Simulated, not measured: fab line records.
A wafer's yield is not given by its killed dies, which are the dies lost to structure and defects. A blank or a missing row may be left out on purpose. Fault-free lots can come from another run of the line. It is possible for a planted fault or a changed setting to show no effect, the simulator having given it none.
Split-lot trial || flow n5Finfet || 7 lots, 39 wafers read, on a route of 1938 steps

## THE SPLIT
At N5_SD_EPI_N_EPI_21 (deposits Si:P, time 690 s), the setting pressureTorr was moved away from the recipe's 255 Torr on 30 of the 39 wafers read, by -15.5% to +16.5%. For the rest of the wafers, this setting stayed at what the recipe calls for.

## FROM THE SPLIT TO THE READING: what the file shows between them, 2 steps
- N5_SD_EPI_N_PRECLEAN_24: cleans in O3/DIW, time 60 s
- N5_SD_EPI_P_EPI_21: deposits SiGe:B, time 355 s

## THE READING
Si-P_of_SD_EPI_N_EPI_21.thkNm (the simulator's own value, which no gauge read), in nm, at N5_SD_EPI_P_HM_STRIP_48 (strips SiNx in H3PO4, material SiNx, target depth 3 nm). The file gives no usual value for it. Average 57.9 nm, standard deviation 0.28 nm, over the 9 wafers here run with the recipe.

{"wafer": "L076.1", "tool, chamber at the split": "epiRpcvd-02, 0", "pressureTorr as run, Torr": 215.4, "against the recipe": "-15.5%", "Si-P_of_SD_EPI_N_EPI_21.thkNm, nm": 54.6, "against lot-mates on the recipe": "no lot-mate on the recipe"}
{"wafer": "L076.2", "tool, chamber at the split": "epiRpcvd-02, 0", "pressureTorr as run, Torr": 215.4, "against the recipe": "-15.5%", "Si-P_of_SD_EPI_N_EPI_21.thkNm, nm": 55.6, "against lot-mates on the recipe": "no lot-mate on the recipe"}
{"wafer": "L076.4", "tool, chamber at the split": "epiRpcvd-02, 0", "pressureTorr as run, Torr": 215.4, "against the recipe": "-15.5%", "Si-P_of_SD_EPI_N_EPI_21.thkNm, nm": 55.6, "against lot-mates on the recipe": "no lot-mate on the recipe"}
{"wafer": "L076.3", "tool, chamber at the split": "epiRpcvd-02, 0", "pressureTorr as run, Torr": 215.4, "against the recipe": "-15.5%", "Si-P_of_SD_EPI_N_EPI_21.thkNm, nm": 55.4, "against lot-mates on the recipe": "no lot-mate on the recipe"}
{"wafer": "L076.5", "tool, chamber at the split": "epiRpcvd-02, 0", "pressureTorr as run, Torr": 215.4, "against the recipe": "-15.5%", "Si-P_of_SD_EPI_N_EPI_21.thkNm, nm": 55.4, "against lot-mates on the recipe": "no lot-mate on the recipe"}
{"wafer": "L076.6", "tool, chamber at the split": "epiRpcvd-02, 0", "pressureTorr as run, Torr": 215.4, "against the recipe": "-15.5%", "Si-P_of_SD_EPI_N_EPI_21.thkNm, nm": 54.4, "against lot-mates on the recipe": "no lot-mate on the recipe"}
{"wafer": "L078.1", "tool, chamber at the split": "epiRpcvd-01, 0", "pressureTorr as run, Torr": 280.1, "against the recipe": "+9.8%", "Si-P_of_SD_EPI_N_EPI_21.thkNm, nm": 60.4, "against lot-mates on the recipe": "no lot-mate on the recipe"}
{"wafer": "L078.2", "tool, chamber at the split": "epiRpcvd-01, 0", "pressureTorr as run, Torr": 280.1, "against the recipe": "+9.8%", "Si-P_of_SD_EPI_N_EPI_21.thkNm, nm": 60.6, "against lot-mates on the recipe": "no lot-mate on the recipe"}
{"wafer": "L078.3", "tool, chamber at the split": "epiRpcvd-01, 0", "pressureTorr as run, Torr": 280.1, "against the recipe": "+9.8%", "Si-P_of_SD_EPI_N_EPI_21.thkNm, nm": 61.8, "against lot-mates on the recipe": "no lot-mate on the recipe"}
{"wafer": "L078.4", "tool, chamber at the split": "epiRpcvd-01, 0", "pressureTorr as run, Torr": 280.1, "against the recipe": "+9.8%", "Si-P_of_SD_EPI_N_EPI_21.thkNm, nm": 60.8, "against lot-mates on the recipe": "no lot-mate on the recipe"}
{"wafer": "L078.5", "tool, chamber at the split": "epiRpcvd-01, 0", "pressureTorr as run, Torr": 280.1, "against the recipe": "+9.8%", "Si-P_of_SD_EPI_N_EPI_21.thkNm, nm": 61, "against lot-mates on the recipe": "no lot-mate on the recipe"}
{"wafer": "L078.6", "tool, chamber at the split": "epiRpcvd-01, 0", "pressureTorr as run, Torr": 280.1, "against the recipe": "+9.8%", "Si-P_of_SD_EPI_N_EPI_21.thkNm, nm": 61, "against lot-mates on the recipe": "no lot-mate on the recipe"}
{"wafer": "L081.1", "tool, chamber at the split": "epiRpcvd-02, 0", "pressureTorr as run, Torr": 297, "against the recipe": "+16.5%", "Si-P_of_SD_EPI_N_EPI_21.thkNm, nm": 61.2, "against lot-mates on the recipe": "no lot-mate on the recipe"}
{"wafer": "L081.5", "tool, chamber at the split": "epiRpcvd-02, 0", "pressureTorr as run, Torr": 297, "against the recipe": "+16.5%", "Si-P_of_SD_EPI_N_EPI_21.thkNm, nm": 61.2, "against lot-mates on the recipe": "no lot-mate on the recipe"}
{"wafer": "L081.2", "tool, chamber at the split": "epiRpcvd-02, 0", "pressureTorr as run, Torr": 297, "against the recipe": "+16.5%", "Si-P_of_SD_EPI_N_EPI_21.thkNm, nm": 60.8, "against lot-mates on the recipe": "no lot-mate on the recipe"}
{"wafer": "L081.3", "tool, chamber at the split": "epiRpcvd-02, 0", "pressureTorr as run, Torr": 297, "against the recipe": "+16.5%", "Si-P_of_SD_EPI_N_EPI_21.thkNm, nm": 61.8, "against lot-mates on the recipe": "no lot-mate on the recipe"}
{"wafer": "L081.4", "tool, chamber at the split": "epiRpcvd-02, 0", "pressureTorr as run, Torr": 297, "against the recipe": "+16.5%", "Si-P_of_SD_EPI_N_EPI_21.thkNm, nm": 61.4, "against lot-mates on the recipe": "no lot-mate on the recipe"}
{"wafer": "L081.6", "tool, chamber at the split": "epiRpcvd-02, 0", "pressureTorr as run, Torr": 297, "against the recipe": "+16.5%", "Si-P_of_SD_EPI_N_EPI_21.thkNm, nm": 60.2, "against lot-mates on the recipe": "no lot-mate on the recipe"}
{"wafer": "L086.1", "tool, chamber at the split": "epiRpcvd-01, 0", "pressureTorr as run, Torr": 255, "against the recipe": "recipe", "Si-P_of_SD_EPI_N_EPI_21.thkNm, nm": 57.2, "against lot-mates on the recipe": "-"}
{"wafer": "L086.4", "tool, chamber at the split": "epiRpcvd-01, 0", "pressureTorr as run, Torr": 255, "against the recipe": "recipe", "Si-P_of_SD_EPI_N_EPI_21.thkNm, nm": 57.8, "against lot-mates on the recipe": "-"}
{"wafer": "L086.5", "tool, chamber at the split": "epiRpcvd-01, 0", "pressureTorr as run, Torr": 255, "against the recipe": "recipe", "Si-P_of_SD_EPI_N_EPI_21.thkNm, nm": 58, "against lot-mates on the recipe": "-"}
{"wafer": "L087.1", "tool, chamber at the split": "epiRpcvd-01, 0", "pressureTorr as run, Torr": 255, "against the recipe": "recipe", "Si-P_of_SD_EPI_N_EPI_21.thkNm, nm": 57.8, "against lot-mates on the recipe": "-"}
{"wafer": "L087.2", "tool, chamber at the split": "epiRpcvd-01, 0", "pressureTorr as run, Torr": 255, "against the recipe": "recipe", "Si-P_of_SD_EPI_N_EPI_21.thkNm, nm": 58.2, "against lot-mates on the recipe": "-"}
{"wafer": "L087.5", "tool, chamber at the split": "epiRpcvd-01, 0", "pressureTorr as run, Torr": 255, "against the recipe": "recipe", "Si-P_of_SD_EPI_N_EPI_21.thkNm, nm": 58.2, "against lot-mates on the recipe": "-"}
{"wafer": "L087.3", "tool, chamber at the split": "epiRpcvd-01, 0", "pressureTorr as run, Torr": 255, "against the recipe": "recipe", "Si-P_of_SD_EPI_N_EPI_21.thkNm, nm": 58, "against lot-mates on the recipe": "-"}
{"wafer": "L087.4", "tool, chamber at the split": "epiRpcvd-01, 0", "pressureTorr as run, Torr": 255, "against the recipe": "recipe", "Si-P_of_SD_EPI_N_EPI_21.thkNm, nm": 58, "against lot-mates on the recipe": "-"}
{"wafer": "L087.6", "tool, chamber at the split": "epiRpcvd-01, 0", "pressureTorr as run, Torr": 255, "against the recipe": "recipe", "Si-P_of_SD_EPI_N_EPI_21.thkNm, nm": 58, "against lot-mates on the recipe": "-"}
{"wafer": "L089.1", "tool, chamber at the split": "epiRpcvd-04, 0", "pressureTorr as run, Torr": 270.6, "against the recipe": "+6.1%", "Si-P_of_SD_EPI_N_EPI_21.thkNm, nm": 59, "against lot-mates on the recipe": "no lot-mate on the recipe"}
{"wafer": "L089.2", "tool, chamber at the split": "epiRpcvd-04, 0", "pressureTorr as run, Torr": 270.6, "against the recipe": "+6.1%", "Si-P_of_SD_EPI_N_EPI_21.thkNm, nm": 59.4, "against lot-mates on the recipe": "no lot-mate on the recipe"}
{"wafer": "L089.3", "tool, chamber at the split": "epiRpcvd-04, 0", "pressureTorr as run, Torr": 270.6, "against the recipe": "+6.1%", "Si-P_of_SD_EPI_N_EPI_21.thkNm, nm": 59.6, "against lot-mates on the recipe": "no lot-mate on the recipe"}
{"wafer": "L089.4", "tool, chamber at the split": "epiRpcvd-04, 0", "pressureTorr as run, Torr": 270.6, "against the recipe": "+6.1%", "Si-P_of_SD_EPI_N_EPI_21.thkNm, nm": 60, "against lot-mates on the recipe": "no lot-mate on the recipe"}
{"wafer": "L089.5", "tool, chamber at the split": "epiRpcvd-04, 0", "pressureTorr as run, Torr": 270.6, "against the recipe": "+6.1%", "Si-P_of_SD_EPI_N_EPI_21.thkNm, nm": 59.2, "against lot-mates on the recipe": "no lot-mate on the recipe"}
{"wafer": "L089.6", "tool, chamber at the split": "epiRpcvd-04, 0", "pressureTorr as run, Torr": 270.6, "against the recipe": "+6.1%", "Si-P_of_SD_EPI_N_EPI_21.thkNm, nm": 59.8, "against lot-mates on the recipe": "no lot-mate on the recipe"}
{"wafer": "L094.1", "tool, chamber at the split": "epiRpcvd-01, 0", "pressureTorr as run, Torr": 273.2, "against the recipe": "+7.1%", "Si-P_of_SD_EPI_N_EPI_21.thkNm, nm": 61, "against lot-mates on the recipe": "no lot-mate on the recipe"}
{"wafer": "L094.2", "tool, chamber at the split": "epiRpcvd-01, 0", "pressureTorr as run, Torr": 273.2, "against the recipe": "+7.1%", "Si-P_of_SD_EPI_N_EPI_21.thkNm, nm": 60.2, "against lot-mates on the recipe": "no lot-mate on the recipe"}
{"wafer": "L094.6", "tool, chamber at the split": "epiRpcvd-01, 0", "pressureTorr as run, Torr": 273.2, "against the recipe": "+7.1%", "Si-P_of_SD_EPI_N_EPI_21.thkNm, nm": 60.2, "against lot-mates on the recipe": "no lot-mate on the recipe"}
{"wafer": "L094.3", "tool, chamber at the split": "epiRpcvd-01, 0", "pressureTorr as run, Torr": 273.2, "against the recipe": "+7.1%", "Si-P_of_SD_EPI_N_EPI_21.thkNm, nm": 59.6, "against lot-mates on the recipe": "no lot-mate on the recipe"}
{"wafer": "L094.4", "tool, chamber at the split": "epiRpcvd-01, 0", "pressureTorr as run, Torr": 273.2, "against the recipe": "+7.1%", "Si-P_of_SD_EPI_N_EPI_21.thkNm, nm": 60.6, "against lot-mates on the recipe": "no lot-mate on the recipe"}
{"wafer": "L094.5", "tool, chamber at the split": "epiRpcvd-01, 0", "pressureTorr as run, Torr": 273.2, "against the recipe": "+7.1%", "Si-P_of_SD_EPI_N_EPI_21.thkNm, nm": 60.8, "against lot-mates on the recipe": "no lot-mate on the recipe"}

THE FIT
A straight line over all 39 wafers: Si-P_of_SD_EPI_N_EPI_21.thkNm changes by +0.204 nm for each +1% of pressureTorr; r = +0.95; the points scatter about the line by 0.63 nm.
Too few moved wafers with a lot-mate on the recipe to fit a line net of each lot's own level.

## THE WHOLE CHAIN: every reading that the file lists as answering this split, in the file's order
{"step": "N5_SD_EPI_N_EPI_21", "what it does": "deposits Si:P, time 690 s", "reading": "Si-P_of_SD_EPI_N_EPI_21.thkNm (the simulator's own value, which no gauge read)", "change (the file's fit)": "+0.208 nm for each +1% of the setting", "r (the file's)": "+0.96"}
{"step": "N5_SD_EPI_P_HM_STRIP_48", "what it does": "strips SiNx in H3PO4, material SiNx, target depth 3 nm", "reading": "Si-P_of_SD_EPI_N_EPI_21.thkNm (the simulator's own value, which no gauge read)", "change (the file's fit)": "+0.204 nm for each +1% of the setting", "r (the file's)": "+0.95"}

## FILE'S OWN FIT
Si-P_of_SD_EPI_N_EPI_21.thkNm changes by +0.204 nm for each +1% of pressureTorr, r = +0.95.
